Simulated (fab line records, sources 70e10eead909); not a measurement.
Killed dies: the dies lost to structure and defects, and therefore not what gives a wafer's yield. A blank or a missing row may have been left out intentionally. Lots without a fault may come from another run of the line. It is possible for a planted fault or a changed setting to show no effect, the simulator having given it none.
A lot that was struck, set against a sound lot ; flow nand-harc ; 15 out of 1302 route steps
Sound: the wafers L539.3, L539.4, L539.5. Struck: wafers L546.2, L546.3, L546.4. The cause is named last.
Order at every step that has rows: each side's tool, ch and its chambers, its first start. Under that, the readings that differ: sound wafers ; struck wafers ; difference of the means ; sigmas: that difference in standard deviations of wafers without a fault.
alike: readings whose means differ by less than 2 such deviations, and words and numbers that are the same on both sides. not compared: withheld readings, readings that some wafer has no value for, bounds like >300 that may hide the same value, and numbers for which the record gives no deviation and whose values overlap.
A row with sigmas, a row that says differs or no value, or rows on one side alone: a step with any of these is where the two part. Numbers that have no deviation but don't overlap get no sigmas and don't part them. Lack of a reading on every wafer of one side parts them only where that side has two or more wafers.

NHARC_A_CONTACT_OVL_MEAS_09:
  sound on overlay-02 at day 24 04:26; struck on overlay-02 at day 27 02:56
reading;sound;struck;difference;sigmas
overlay-y-nm (nm);-1.3 -1.2 -1.2;1.8 1.7 1.8;+3.0;+3
  alike: overlay-x-nm
NHARC_A_CONTACT_INSPECT_10:
  sound on defect-inspect-01 at day 24 04:28; struck on defect-inspect-02 at day 27 02:58
  alike: raw-defect-count
then, 1 step without rows for these wafers: NHARC_A_CONTACT_DESCUM_13 (chemistry O2, time 3 s).
NHARC_A_CONTACT_ETCH_88: etches the open film in CF4, target depth 39 nm, time 65 s.
  sound on rie-diel-05 ch 0,1,2, day 24 04:38; struck on rie-diel-08 ch 1,2,3, day 27 03:07
  alike: bias-w, cf4-flow-sccm, drypump-motor-current-A, oes-product-au, rf-vpp-V, showerhead-plenum-p-Torr, throttle-valve-pct
  not compared: rf-hours-counter-h
then, 1 step without rows for these wafers: NHARC_A_CONTACT_ETCH_89 (etches the open film in N2/H2, target depth 260 nm, time 475.3 s).
NHARC_A_CONTACT_ETCH_30: etches the open film in CF4/CHF3, target depth 72.6 nm, time 36.3 s.
  sound on rie-diel-05 ch 1,3; struck on rie-diel-08 ch 0,1,2
reading;sound;struck;difference;sigmas
rf-vpp-V (V);367.6 367.2 367.0;370.7 369.9 372.2;+3.7;+2
showerhead-plenum-p-Torr (Torr);1.51 1.47 1.47;1.58 1.57 1.60;+0.10;+2
  alike: bias-w, cf4-flow-sccm, drypump-motor-current-A, oes-product-au, throttle-valve-pct
  not compared: rf-hours-counter-h
NHARC_A_CONTACT_ETCH_31: etches the open film in O2/COS, target depth 2800 nm, time 728 s.
  sound on rie-diel-05 ch 0,2,3; struck on rie-diel-08 ch 0,1,3
  alike: bias-w, chamber-pressure-mTorr, drypump-motor-current-A, oes-product-au, rf-vpp-V, showerhead-plenum-p-Torr, throttle-valve-pct
  not compared: rf-hours-counter-h
NHARC_A_CONTACT_ETCH_134: etches the open film in C4F8/O2/Ar, time 140 s, target depth 700 nm.
  sound on har-cap-etch-03 ch 0,1, day 24 05:43; struck on har-cap-etch-02 ch 0,1, day 27 04:38
  alike: chamber-pressure-mTorr, oes-air-line-au
  not compared: rf-hours-counter-h
NHARC_A_CONTACT_ETCH_135: etches the open film in C4F8/O2/Ar, time 311 s, target depth 1912 nm.
  sound on har-cap-etch-03 ch 0,1, day 24 05:56; struck on har-cap-etch-02 ch 0,1, day 27 04:51
  alike: chamber-pressure-mTorr, oes-air-line-au
  not compared: rf-hours-counter-h
then, 3 steps without rows for these wafers: NHARC_A_CONTACT_ETCH_136 (etches the open film in C4F8/O2/Ar, time 311 s, target depth 1912 nm); NHARC_A_CONTACT_ETCH_137 (etches the open film in C4F8/O2/Ar, time 311 s, target depth 1912 nm); NHARC_A_CONTACT_ETCH_138 (etches the open film in C4F8/O2/Ar, time 311 s, target depth 1914 nm).
NHARC_A_CONTACT_ETCH_139: etches the open film in C4F8/O2/Ar, time 195 s, target depth 840 nm.
  sound on har-cap-etch-03 ch 0,1, day 24 07:02; struck on har-cap-etch-02 ch 0,1, day 27 05:56
  no value came back on the struck wafers for chamber-pressure-mTorr (mTorr), oes-air-line-au (a.u.); on the sound wafers chamber-pressure-mTorr (mTorr) reads 19.982 19.963 19.969
  not compared: rf-hours-counter-h
then, 1 step without rows for these wafers: NHARC_A_CONTACT_ETCH_92 (etches the open film in CH3F/O2, target depth 40 nm, time 85.7 s).
NHARC_END_SORT_01:
  here the record holds rows for the struck wafers (prober-01 ch 0, day 29 03:38) but none for the sound ones

## WHERE THEY PART
At NHARC_A_CONTACT_OVL_MEAS_09 first; at NHARC_END_SORT_01 last (within this record only).

WHY: what had been put in by the simulator
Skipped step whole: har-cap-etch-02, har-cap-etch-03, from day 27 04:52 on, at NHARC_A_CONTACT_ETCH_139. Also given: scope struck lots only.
